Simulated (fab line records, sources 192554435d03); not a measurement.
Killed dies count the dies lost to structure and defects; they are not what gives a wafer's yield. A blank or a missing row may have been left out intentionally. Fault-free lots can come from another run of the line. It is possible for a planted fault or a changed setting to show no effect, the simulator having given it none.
fab line records :: flow n5-finfet
record:
  lots: 4
  wafers: 12
  last-day: 18
route steps=1938 shown PMOS_HMC_CHANNEL_EPI@72 FIN_SAQP@90 FIN_CUT@165 BEOL_M4@1111 PASSIVATION@1936
lots that met no fault: taken from a fault-free run of the same line
start-h: hours from the record's first day to the start of the lot's first wafer shown :: wait-h: how many hours have passed since the lot's step before this one :: " as in the row above :: L1.1+2: a row that stands for several wafers :: - no value present, or no start provided :: * or withheld: withheld :: < > ~ a bound
route shown NAME@n: a module of which the file shows steps, and the number in the route of the first :: usual: mean/standard deviation taken from wafers without a fault :: same: alike in all rows :: chamber/n: place in a boat :: sites: readings site by site :: _std_site: the standard deviation of these :: _edge_site: outer sites' mean less inner sites' :: radius-mm: for every site, how far away it sits from the centre of the wafer :: mask NAME#n: copy n :: behind: the last tool/chamber to shape the wafer :: hold: what put the lot on hold/how long, in hours/how the hold closed :: device: transistor that didn't switch, given as n, p or np :: end of line: the route-end tests of the same wafers :: step lacking rows: just its recipe :: killed: count of dies lost to structure and defects at first sort (not the wafer's yield) :: map: shows each die of a wafer: x if killed, . if not, _ if none is there
set.NAME: setting as actually run; set.NAME@STEP: the setting as run at that earlier step :: model.NAME: the simulator's own value behind a step, which no gauge read
lots seen at some steps along the route; tables by step, rows by wafer
== steps ==
step: N5_PMOS_HMC_CHANNEL_EPI_STRIP_17
recipe:
  chemistry: SPM
  time-s: 750
  temp-c: 130
  h2so4-h2o2-vol-ratio: 4
  dry: ipa-marangoni
step: N5_PMOS_HMC_CHANNEL_EPI_ETCH_38
recipe:
  chemistry: CF4
  target: SiO2
  target-depth-a: 15
  ion-energy-ev: 350
  pressure-mtorr: 10
  icp-w: 800
  bias-w: 400
  cf4-flow-sccm: 80
step: N5_PMOS_HMC_CHANNEL_EPI_FIN_RECESS_16
recipe:
  chemistry: HBr/Cl2
  target: Si
  mask-material: SiO2
  target-depth-a: 540
  time-s: 18
  pressure-mtorr: 10
  icp-w: 800
  bias-w: 75
  HBr_flow_sccm: 150
  Cl2_flow_sccm: 80
step: N5_PMOS_HMC_CHANNEL_EPI_PRECLEAN_36
recipe:
  chemistry: O3/DIW
  time-s: 45
  temp-c: 22
  o3-ppm: 10
step: N5_PMOS_HMC_CHANNEL_EPI_PRECLEAN_18
recipe:
  chemistry: DHF
  time-s: 30
  temp-c: 25
  dilution: withheld
step: N5_PMOS_HMC_CHANNEL_EPI_SRD_19
recipe:
  dry: ipa-marangoni
  do-ppb: 5
  time-s: 30
  temp-c: 23
  rinse-liquid: diw
step: N5_PMOS_HMC_CHANNEL_EPI_EPI_20
recipe:
  material: SiGe30
  mask-material: SiO2
  pressure-torr: 20
  target-thk-a: 590
  temp-c: 600
step: N5_PMOS_HMC_CHANNEL_EPI_HM_STRIP_35
recipe:
  chemistry: dHF
  temp-c: 25
  material: SiO2
  target: SiO2
  target-depth-a: 396
  time-s: 216
step: N5_PMOS_HMC_CHANNEL_EPI_SRD_39
recipe:
  dry: ipa-marangoni
  time-s: 30
  temp-c: 23
  rinse-liquid: diw
step: N5_PMOS_HMC_CHANNEL_EPI_CMP_21
recipe:
  material: SiGe30
  post-cmp-clean: alkaline-brush
  target-thk-nm: 54
step: N5_PMOS_HMC_CHANNEL_EPI_PRECLEAN_40
recipe:
  chemistry: DHF
  time-s: 30
  temp-c: 25
  dilution: withheld
step: N5_PMOS_HMC_CHANNEL_EPI_PRECLEAN_37
recipe:
  chemistry: O3/DIW
  time-s: 45
  temp-c: 22
  o3-ppm: 10
lot.wafer: L602.1+2+4
tool: wet-bench-03
chamber: 1,4,0
start-h: 19.76
wait-h: 0.0

lot.wafer: L621.3+5+6
tool: wet-bench-03
chamber: 6,5,2
start-h: 133.58
wait-h: 0.0

lot.wafer: L623.1+2+4
tool: wet-bench-03
chamber: 7,6,2
start-h: 146.27
wait-h: 0.0

lot.wafer: L624.3+5+6
tool: wet-bench-05
chamber: 5,2,0
start-h: 152.16
wait-h: 0.0
step: N5_PMOS_HMC_CHANNEL_EPI_PRECLEAN_24
recipe:
  chemistry: DHF
  time-s: 30
  temp-c: 25
  dilution: withheld
step: N5_PMOS_HMC_CHANNEL_EPI_SRD_25
recipe:
  dry: ipa-marangoni
  do-ppb: 5
  time-s: 30
  temp-c: 23
  rinse-liquid: diw
step: N5_PMOS_HMC_CHANNEL_EPI_EPI_26
recipe:
  material: Si
  target-thk-a: 38
  temp-c: 650
  precursor: SiH4/H2
  pressure-torr: 20
  time-s: 22.7
step: N5_PMOS_HMC_CHANNEL_EPI_INSPECT_30
recipe:
  inspect-instrument: darkfield
  mode: post-epi
usual:
  raw-defect-count: 18/5.9
lot.wafer: L602.1
tool: defect-inspect-01
chamber: -
start-h: 20.30
wait-h: 0.0
raw-defect-count: 17

lot.wafer: L602.2
tool: defect-inspect-01
chamber: -
start-h: 20.30
wait-h: 0.0
raw-defect-count: 22

lot.wafer: L602.4
tool: defect-inspect-01
chamber: -
start-h: 20.30
wait-h: 0.0
raw-defect-count: 29

lot.wafer: L621.3
tool: defect-inspect-01
chamber: -
start-h: 134.02
wait-h: 0.0
raw-defect-count: 16

lot.wafer: L621.5
tool: defect-inspect-01
chamber: -
start-h: 134.02
wait-h: 0.0
raw-defect-count: 27

lot.wafer: L621.6
tool: defect-inspect-01
chamber: -
start-h: 134.02
wait-h: 0.0
raw-defect-count: 277

lot.wafer: L623.1
tool: defect-inspect-02
chamber: -
start-h: 146.71
wait-h: 0.0
raw-defect-count: 22

lot.wafer: L623.2
tool: defect-inspect-02
chamber: -
start-h: 146.71
wait-h: 0.0
raw-defect-count: 25

lot.wafer: L623.4
tool: defect-inspect-02
chamber: -
start-h: 146.71
wait-h: 0.0
raw-defect-count: 282

lot.wafer: L624.3
tool: defect-inspect-01
chamber: -
start-h: 152.60
wait-h: 0.0
raw-defect-count: 16

lot.wafer: L624.5
tool: defect-inspect-01
chamber: -
start-h: 152.60
wait-h: 0.0
raw-defect-count: 22

lot.wafer: L624.6
tool: defect-inspect-01
chamber: -
start-h: 152.60
wait-h: 0.0
raw-defect-count: 21
step: N5_FIN_SAQP_PRECLEAN_42
recipe:
  chemistry: O3/DIW
  time-s: 60
  temp-c: 22
  o3-ppm: 10
step: N5_FIN_SAQP_PRECLEAN_00
recipe:
  chemistry: SC1
  time-s: 60
  temp-c: 55
  mix: 1:2:50
step: N5_FIN_SAQP_PRECLEAN_44
recipe:
  chemistry: SC2
  time-s: 45
  temp-c: 35
  mix: 1:1:50
step: N5_FIN_SAQP_SRD_01
recipe:
  dry: ipa-marangoni
  time-s: 30
  temp-c: 23
  rinse-liquid: diw
step: N5_FIN_SAQP_ALD_61
recipe:
  material: SiO2
  target-thk-a: 40
  temp-c: 300
  ald-precursor-family: BDEAS
  ald-co-reactant: O2-plasma
  pulse-time-s: 1
  purge-time-s: 2
  co-reactant-purge-time-s: 2
  ald-cycles: 43
  pressure-torr: 2
step: N5_FIN_SAQP_DENSIFY_62
recipe:
  temp-c: 700
  time-s: 60
  ambient: N2
  idle-temp-c: 600
  ramp-up-c-per-s: 150
  ramp-down-c-per-s: 60
  cool-to-c: 600
step: N5_FIN_SAQP_HM_DEP_03
recipe:
  material: SiNx
  target-thk-a: 380
  temp-c: 400
  precursor: SiH4/NH3/N2
  pressure-torr: 1.5
  rf-w: 300
  time-s: 33.6
step: N5_FIN_SAQP_PECVD_47
recipe:
  material: a-Si
  target-thk-a: 450
  temp-c: 400
  precursor: SiH4/He
  pressure-torr: 3
  rf-w: 100
  time-s: 36.3
step: N5_FIN_SAQP_PECVD_48
recipe:
  material: SiNx
  target-thk-a: 250
  temp-c: 400
  precursor: SiH4/NH3/N2
  pressure-torr: 1.5
  rf-w: 300
  time-s: 22.1
step: N5_FIN_SAQP_PECVD_06
recipe:
  material: a-Si
  target-thk-a: 600
  temp-c: 400
  precursor: SiH4/He
  pressure-torr: 3
  rf-w: 100
  time-s: 48.1
step: N5_FIN_SAQP_HM_DEP_72
recipe:
  material: SiO2
  target-thk-a: 120
  temp-c: 400
  precursor: SiH4/N2O
  pressure-torr: 0.75
  rf-w: 275
  time-s: 7.2
step: N5_FIN_SAQP_COAT_49
recipe:
  resist: SOC
  temp-c: 250
  time-s: 60
  spin-rpm: 1500
  resist-thk-nm: 100
step: N5_FIN_SAQP_COAT_50
recipe:
  resist: SiARC
  temp-c: 220
  time-s: 60
  spin-rpm: 1500
  resist-thk-nm: 35
step: N5_FIN_SAQP_COAT_10
recipe:
  resist: CAR-ArF
  spin-rpm: 1500
  resist-thk-nm: 90
step: N5_FIN_SAQP_EBR_12
recipe:
  solvent: PGMEA
  ebr-width-mm: 1.5
step: N5_FIN_SAQP_SOFTBAKE_11
recipe:
  temp-c: 110
  time-s: 60
  resist: CAR-ArF
step: N5_FIN_SAQP_EXPOSE_13
recipe:
  mask-id: FIN_CORE
  na: 1.35
  source-shape: dipole
  sigma-inner: 0.538
  sigma-outer: 0.738
  polarization: te
  target-cd-nm: 35.6
  dose-mj: 63.25
step: N5_FIN_SAQP_PEB_14
recipe:
  peb-temp-c: withheld
  peb-time-s: 60
  resist: CAR-ArF
step: N5_FIN_SAQP_DEVELOP_15
recipe:
  develop-time-s: 30
  developer: TMAH
  resist: CAR-ArF
  dev-temp-c: 23
  rinse-liquid: diw
  dry: air-spin
step: N5_FIN_CUT_INSPECT_10
recipe:
  mode: adi
  inspect-instrument: brightfield
usual:
  raw-defect-count: 47/13
lot.wafer: L602.1
tool: defect-inspect-02
chamber: -
start-h: 26.76
wait-h: 0.1
raw-defect-count: 44

lot.wafer: L602.2
tool: defect-inspect-02
chamber: -
start-h: 26.76
wait-h: 0.1
raw-defect-count: 44

lot.wafer: L602.4
tool: defect-inspect-02
chamber: -
start-h: 26.76
wait-h: 0.1
raw-defect-count: 43

lot.wafer: L621.3
tool: defect-inspect-02
chamber: -
start-h: 140.78
wait-h: 0.0
raw-defect-count: 43

lot.wafer: L621.5
tool: defect-inspect-02
chamber: -
start-h: 140.78
wait-h: 0.0
raw-defect-count: 38

lot.wafer: L621.6
tool: defect-inspect-02
chamber: -
start-h: 140.78
wait-h: 0.0
raw-defect-count: 289

lot.wafer: L623.1
tool: defect-inspect-02
chamber: -
start-h: 152.99
wait-h: 0.1
raw-defect-count: 33

lot.wafer: L623.2
tool: defect-inspect-02
chamber: -
start-h: 152.99
wait-h: 0.1
raw-defect-count: 33

lot.wafer: L623.4
tool: defect-inspect-02
chamber: -
start-h: 152.99
wait-h: 0.1
raw-defect-count: 307

lot.wafer: L624.3
tool: defect-inspect-01
chamber: -
start-h: 159.76
wait-h: 0.0
raw-defect-count: 29

lot.wafer: L624.5
tool: defect-inspect-01
chamber: -
start-h: 159.76
wait-h: 0.0
raw-defect-count: 33

lot.wafer: L624.6
tool: defect-inspect-01
chamber: -
start-h: 159.76
wait-h: 0.0
raw-defect-count: 33
step: N5_BEOL_M4_RC_MEAS_101
usual:
  DIBL_N: 36.4/1.6
  DIBL_P: 36.2/1.8
  IOFF_N: 0.159/0.029
  IOFF_P: 0.21/0.034
  ION_N: 670/12
  ION_P: 459/8.2
  SS_N: 71.5/0.59
  SS_P: 73.2/0.54
  VT_N: 250/3.3
  VT_P: -250/3.7
lot.wafer: L602.1
tool: prober-02
chamber: 0
start-h: 188.49
wait-h: 0.0
DIBL_N[mV/V]: 37.6
DIBL_P[mV/V]: 38.5
IOFF_N[nA/um]: 0.178
IOFF_P[nA/um]: 0.23
ION_N[uA/um]: 672
ION_P[uA/um]: 454
SS_N[mV/dec]: 71.7
SS_P[mV/dec]: 74.4
VT_N[mV]: 252
VT_P[mV]: -250

lot.wafer: L602.2
tool: prober-02
chamber: 0
start-h: 188.49
wait-h: 0.0
DIBL_N[mV/V]: 35.8
DIBL_P[mV/V]: 37.1
IOFF_N[nA/um]: 0.149
IOFF_P[nA/um]: 0.19
ION_N[uA/um]: 657
ION_P[uA/um]: 448
SS_N[mV/dec]: 70.8
SS_P[mV/dec]: 73.3
VT_N[mV]: 249
VT_P[mV]: -253

lot.wafer: L602.4
tool: prober-02
chamber: 0
start-h: 188.49
wait-h: 0.0
DIBL_N[mV/V]: 36.8
DIBL_P[mV/V]: 37.3
IOFF_N[nA/um]: 0.164
IOFF_P[nA/um]: 0.21
ION_N[uA/um]: 680
ION_P[uA/um]: 458
SS_N[mV/dec]: 70.8
SS_P[mV/dec]: 73.3
VT_N[mV]: 249
VT_P[mV]: -252

lot.wafer: L621.3
tool: prober-02
chamber: 0
start-h: 294.08
wait-h: 0.3
DIBL_N[mV/V]: 37.1
DIBL_P[mV/V]: 35.8
IOFF_N[nA/um]: 0.149
IOFF_P[nA/um]: 0.22
ION_N[uA/um]: 675
ION_P[uA/um]: 468
SS_N[mV/dec]: 71.9
SS_P[mV/dec]: 73.7
VT_N[mV]: 248
VT_P[mV]: -250

lot.wafer: L621.5
tool: prober-02
chamber: 0
start-h: 294.08
wait-h: 0.3
DIBL_N[mV/V]: 36.1
DIBL_P[mV/V]: 35.0
IOFF_N[nA/um]: 0.148
IOFF_P[nA/um]: 0.22
ION_N[uA/um]: 665
ION_P[uA/um]: 458
SS_N[mV/dec]: 71.8
SS_P[mV/dec]: 73.3
VT_N[mV]: 251
VT_P[mV]: -248

lot.wafer: L621.6
tool: prober-02
chamber: 0
start-h: 294.08
wait-h: 0.3
DIBL_N[mV/V]: 37.3
DIBL_P[mV/V]: 35.3
IOFF_N[nA/um]: 0.160
IOFF_P[nA/um]: 0.21
ION_N[uA/um]: 673
ION_P[uA/um]: 461
SS_N[mV/dec]: 71.1
SS_P[mV/dec]: 72.7
VT_N[mV]: 250
VT_P[mV]: -250

lot.wafer: L623.1
tool: prober-02
chamber: 0
start-h: 310.94
wait-h: 0.0
DIBL_N[mV/V]: 37.1
DIBL_P[mV/V]: 37.5
IOFF_N[nA/um]: 0.159
IOFF_P[nA/um]: 0.17
ION_N[uA/um]: 675
ION_P[uA/um]: 452
SS_N[mV/dec]: 71.4
SS_P[mV/dec]: 72.2
VT_N[mV]: 250
VT_P[mV]: -256

lot.wafer: L623.2
tool: prober-02
chamber: 0
start-h: 310.94
wait-h: 0.0
DIBL_N[mV/V]: 38.1
DIBL_P[mV/V]: 38.0
IOFF_N[nA/um]: 0.164
IOFF_P[nA/um]: 0.18
ION_N[uA/um]: 668
ION_P[uA/um]: 445
SS_N[mV/dec]: 71.3
SS_P[mV/dec]: 73.0
VT_N[mV]: 249
VT_P[mV]: -256

lot.wafer: L623.4
tool: prober-02
chamber: 0
start-h: 310.94
wait-h: 0.0
DIBL_N[mV/V]: 37.7
DIBL_P[mV/V]: 37.7
IOFF_N[nA/um]: 0.155
IOFF_P[nA/um]: 0.17
ION_N[uA/um]: 675
ION_P[uA/um]: 447
SS_N[mV/dec]: 72.1
SS_P[mV/dec]: 72.6
VT_N[mV]: 251
VT_P[mV]: -258

lot.wafer: L624.3
tool: prober-01
chamber: 0
start-h: 331.79
wait-h: 0.3
DIBL_N[mV/V]: 34.9
DIBL_P[mV/V]: 35.3
IOFF_N[nA/um]: 0.130
IOFF_P[nA/um]: 0.18
ION_N[uA/um]: 656
ION_P[uA/um]: 453
SS_N[mV/dec]: 71.8
SS_P[mV/dec]: 72.8
VT_N[mV]: 256
VT_P[mV]: -250

lot.wafer: L624.5
tool: prober-01
chamber: 0
start-h: 331.79
wait-h: 0.3
DIBL_N[mV/V]: 33.8
DIBL_P[mV/V]: 34.8
IOFF_N[nA/um]: 0.121
IOFF_P[nA/um]: 0.18
ION_N[uA/um]: 656
ION_P[uA/um]: 459
SS_N[mV/dec]: 71.1
SS_P[mV/dec]: 72.6
VT_N[mV]: 255
VT_P[mV]: -251

lot.wafer: L624.6
tool: prober-01
chamber: 0
start-h: 331.79
wait-h: 0.3
DIBL_N[mV/V]: 35.0
DIBL_P[mV/V]: 36.9
IOFF_N[nA/um]: 0.147
IOFF_P[nA/um]: 0.23
ION_N[uA/um]: 662
ION_P[uA/um]: 462
SS_N[mV/dec]: 70.9
SS_P[mV/dec]: 73.1
VT_N[mV]: 250
VT_P[mV]: -249
step: N5_PASSIVATION_PROBE_49
usual:
  defect-limited-yield: 91.1/1.5
  killed_at_M0_to_M3: 33/9.9
  killed_at_M4_up: 14/5.2
  killed-at-contacts: 12/6.7
  killed-at-front-end: 43/13
  killed-at-other: 3.4/2.7
  killed-dies: 105/17
  killed-open: 69/13
  killed-short: 33/7.5
  sort_bin_5_function: 5.2/0.91
  sort_bin_6_memory: 3.3/0.71
  sort_bin_8_speed: 0.00/0.032
  sort-n-pass: 1075/17
  sort-yield-pct: 91.1/1.5
same:
  gross-dies: 1180
  killed-at-back-side: 0
  sort_bin_4_leakage[%]: 0
lot.wafer: L621.6
tool: prober-01
chamber: -
start-h: 405.83
wait-h: 0.3
defect-limited-yield[%]: 85.8
killed_at_M0_to_M3: 13
killed_at_M4_up: 12
killed-at-contacts: 11
killed-at-front-end: 125
killed-at-other: 6
killed-dies: 167
killed-open: 52
killed-short: 26
sort_bin_5_function[%]: 10.1
sort_bin_6_memory[%]: 3.0
sort_bin_8_speed[%]: 0
sort-n-pass: 1013
sort-yield-pct[%]: 85.8

lot.wafer: L623.1
tool: prober-02
chamber: -
start-h: 417.53
wait-h: 0.0
defect-limited-yield[%]: 92.4
killed_at_M0_to_M3: 37
killed_at_M4_up: 10
killed-at-contacts: 12
killed-at-front-end: 25
killed-at-other: 6
killed-dies: 90
killed-open: 58
killed-short: 29
sort_bin_5_function[%]: 4.3
sort_bin_6_memory[%]: 2.6
sort_bin_8_speed[%]: 0
sort-n-pass: 1090
sort-yield-pct[%]: 92.4

lot.wafer: L623.2
tool: prober-02
chamber: -
start-h: 417.58
wait-h: 0.1
defect-limited-yield[%]: 91.1
killed_at_M0_to_M3: 29
killed_at_M4_up: 15
killed-at-contacts: 9
killed-at-front-end: 42
killed-at-other: 10
killed-dies: 105
killed-open: 63
killed-short: 39
sort_bin_5_function[%]: 5.3
sort_bin_6_memory[%]: 2.8
sort_bin_8_speed[%]: 0
sort-n-pass: 1075
sort-yield-pct[%]: 91.1

lot.wafer: L623.4
tool: prober-02
chamber: -
start-h: 417.68
wait-h: 0.2
defect-limited-yield[%]: 85.5
killed_at_M0_to_M3: 24
killed_at_M4_up: 17
killed-at-contacts: 5
killed-at-front-end: 117
killed-at-other: 8
killed-dies: 171
killed-open: 53
killed-short: 24
sort_bin_5_function[%]: 9.2
sort_bin_6_memory[%]: 3.7
sort_bin_8_speed[%]: 0
sort-n-pass: 1009
sort-yield-pct[%]: 85.5

lot.wafer: L624.3
tool: prober-01
chamber: -
start-h: 432.45
wait-h: 0.1
defect-limited-yield[%]: 91.6
killed_at_M0_to_M3: 44
killed_at_M4_up: 12
killed-at-contacts: 5
killed-at-front-end: 34
killed-at-other: 4
killed-dies: 99
killed-open: 58
killed-short: 40
sort_bin_5_function[%]: 4.7
sort_bin_6_memory[%]: 3.5
sort_bin_8_speed[%]: 0
sort-n-pass: 1081
sort-yield-pct[%]: 91.6

lot.wafer: L624.5
tool: prober-01
chamber: -
start-h: 432.55
wait-h: 0.2
defect-limited-yield[%]: 91.7
killed_at_M0_to_M3: 35
killed_at_M4_up: 15
killed-at-contacts: 15
killed-at-front-end: 28
killed-at-other: 5
killed-dies: 98
killed-open: 66
killed-short: 31
sort_bin_5_function[%]: 5.3
sort_bin_6_memory[%]: 2.8
sort_bin_8_speed[%]: 0
sort-n-pass: 1082
sort-yield-pct[%]: 91.7

lot.wafer: L624.6
tool: prober-01
chamber: -
start-h: 432.60
wait-h: 0.3
defect-limited-yield[%]: 91.1
killed_at_M0_to_M3: 49
killed_at_M4_up: 9
killed-at-contacts: 5
killed-at-front-end: 42
killed-at-other: 0
killed-dies: 105
killed-open: 69
killed-short: 35
sort_bin_5_function[%]: 5.4
sort_bin_6_memory[%]: 3.2
sort_bin_8_speed[%]: 0
sort-n-pass: 1075
sort-yield-pct[%]: 91.1
killed by level:class
L621.6 PMOS_HMC_CHANNEL_EPI:unspecified=86 STI_FIN_REVEAL:geometric-particle:open=8 DUMMY_GATE:geometric-particle:open=8 MOL_CONTACT_COAG:geometric-particle:open=7 BEOL_M4:geometric-particle:open=5 STARTING-WAFER:geometric-particle:short=5 FIN_SAQP:geometric-particle:open=4 FIN_SAQP:geometric-particle:short=4
L623.1 MOL_CONTACT_COAG:geometric-particle:open=10 BEOL_M1:geometric-particle:open=9 BEOL_M2:geometric-particle:open=8 BEOL_M0_SAQP:geometric-particle:short=6 FIN_SAQP:geometric-particle:open=4 BEOL_M0_SAQP:geometric-particle:open=4 STI_FIN_REVEAL:geometric-particle:open=3 DUMMY_GATE:geometric-particle:open=3
L623.2 DUMMY_GATE:geometric-particle:open=8 FIN_SAQP:geometric-particle:open=7 MOL_CONTACT_COAG:geometric-particle:open=7 BEOL_M0_SAQP:geometric-particle:short=7 BEOL_M0_SAQP:geometric-particle:open=6 STARTING-WAFER:geometric-particle:short=6 STI_FIN_REVEAL:geometric-particle:open=5 FIN_SAQP:geometric-particle:short=4
L623.4 PMOS_HMC_CHANNEL_EPI:unspecified=93 STI_FIN_REVEAL:geometric-particle:open=8 BEOL_M4:geometric-particle:open=7 BEOL_M2:geometric-particle:open=5 BEOL_M0_SAQP:geometric-particle:open=4 BEOL_M3:geometric-particle:open=4 STI_FIN_REVEAL:geometric-particle:short=3 MOL_CONTACT_COAG:geometric-particle:open=3
L624.3 BEOL_M0_SAQP:geometric-particle:short=10 FIN_SAQP:geometric-particle:short=9 BEOL_M0_SAQP:geometric-particle:open=7 BEOL_M1:geometric-particle:open=7 BEOL_M3:geometric-particle:open=5 STI_FIN_REVEAL:geometric-particle:open=5 BEOL_M1:geometric-particle:short=5 BEOL_M2:geometric-particle:open=5
L624.5 MOL_CONTACT_COAG:geometric-particle:open=10 BEOL_M0_SAQP:geometric-particle:open=7 BEOL_M3:geometric-particle:open=7 BEOL_M4:geometric-particle:open=7 STI_FIN_REVEAL:geometric-particle:open=5 MOL_CONTACT_COAG:geometric-particle:short=5 BEOL_M0_SAQP:geometric-particle:short=5 BEOL_M1:geometric-particle:short=5
L624.6 BEOL_M0_SAQP:geometric-particle:open=16 BEOL_M0_SAQP:geometric-particle:short=12 FIN_SAQP:geometric-particle:open=7 GATE_CUT:geometric-particle:short=6 BEOL_M3:geometric-particle:open=5 DUMMY_GATE:geometric-particle:open=5 BEOL_M2:geometric-particle:open=5 BEOL_M4:geometric-particle:open=5
map L621.6 (x killed, . not)
_________________....x.......________________
______________..........x......._____________
___________...x......xx..x.........__________
__________...................x......_________
________...x...........x.....x....xx.._______
_______.............x....xx............______
______..........x.....xxx...x..........x_____
_____.............x.xxxxxxx.......x..x...____
____x................xxxxxxxx..x....x...x.___
___........x..x..x..xxxxxxxxxx.x...x.......__
___...........x..xxxxxxxxxxxxx.............__
__..................xxxxxxxx.xxx.........xx._
__...............xxx.xxxxxxxxxx........x...x_
_..x...........x....xxxxxxx.x.x......x...x...
_...........x..........xx.xxx........x.......
_...........x.x........x.xx......x......xxx..
_.......x..............x...x.................
_.........x..................................
_............x...............................
_..x.x.....x.....x...........................
_..........x.............................x...
__...x......................xxx............._
__...........x....x...............x........._
___..................................x.....__
___.....x..........x.......................__
____.............x................x.......___
_____.......x............................____
______.x......x........................._____
_______......x................x........______
________x..x.....x................xx.._______
__________............x............._________
___________................x.......__________
______________......x...x......._____________
_________________..x.........________________
map L623.4 (x killed, . not)
_________________....x.......________________
______________.......x.........._____________
___________........................__________
__________......................x..._________
________..x...........x..............._______
_______.......x..x.....x..x............______
______.........xx...xx.xxxxx.......x...._____
_____........x...x..xx.xx.xxxx...x.......____
____...............xxxxxxx.xx.x...........___
___...............xxxxxxxxxxxx.............__
___....x.......x...x.xxxxxxxxxxx...........__
__......x...x....x..xxxxxxxxxx.............._
__...........x...x...xxxxxxxxx.x.x..xx......_
_......xx............xx.xxxxxxx.....x.......x
_.....x...........x.x.xxxxxx..x......x.......
_............x...xx....x.xxx.x.........x.....
_..........................x...x...x...x.....
_..................x...........x..x..........
_.........x..................................
_......................x.....................
_...........x.......x.......x................
__....x..........x....................x....._
__......................x...x..............x_
___.....................x.x...x....x.......__
___.....................................x..__
____......x.....x.........xx..............___
_____.......x...............x............____
______..............x.........x........._____
_______...x...........x....x...........______
________......................x.....x._______
__________....................x....._________
___________....x.x.........x.....x.__________
______________..........x..x...._____________
_________________...........x________________
== key ==
first-sign:
  step: N5_PMOS_HMC_CHANNEL_EPI_INSPECT_30
  reading: raw-defect-count
  direction: up
  sigmas: 45
  usual: 18
  struck: 280
effect:
  step: N5_FIN_CUT_INSPECT_10
  reading: raw-defect-count
  direction: up
  sigmas: 19
  usual: 47
  struck: 298
effect:
  step: N5_PASSIVATION_PROBE_49
  reading: killed-at-front-end
  direction: up
  sigmas: 6.1
  usual: 43
  struck: 121
more-kills-born-at:
  N5_PMOS_HMC_CHANNEL_EPI_PRECLEAN_37@wet-bench-03: 179
met-at N5_PMOS_HMC_CHANNEL_EPI_PRECLEAN_37
struck-wafers L621.6,L623.4
fault:
  kind: chamber-particle-source
  tool: wet-bench-03
  chamber: 2
  onset-h: 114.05
  steps: N5_PMOS_HMC_CHANNEL_EPI_PRECLEAN_37
  rate-per-visit-cm2: 0.43216
  end-h: 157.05
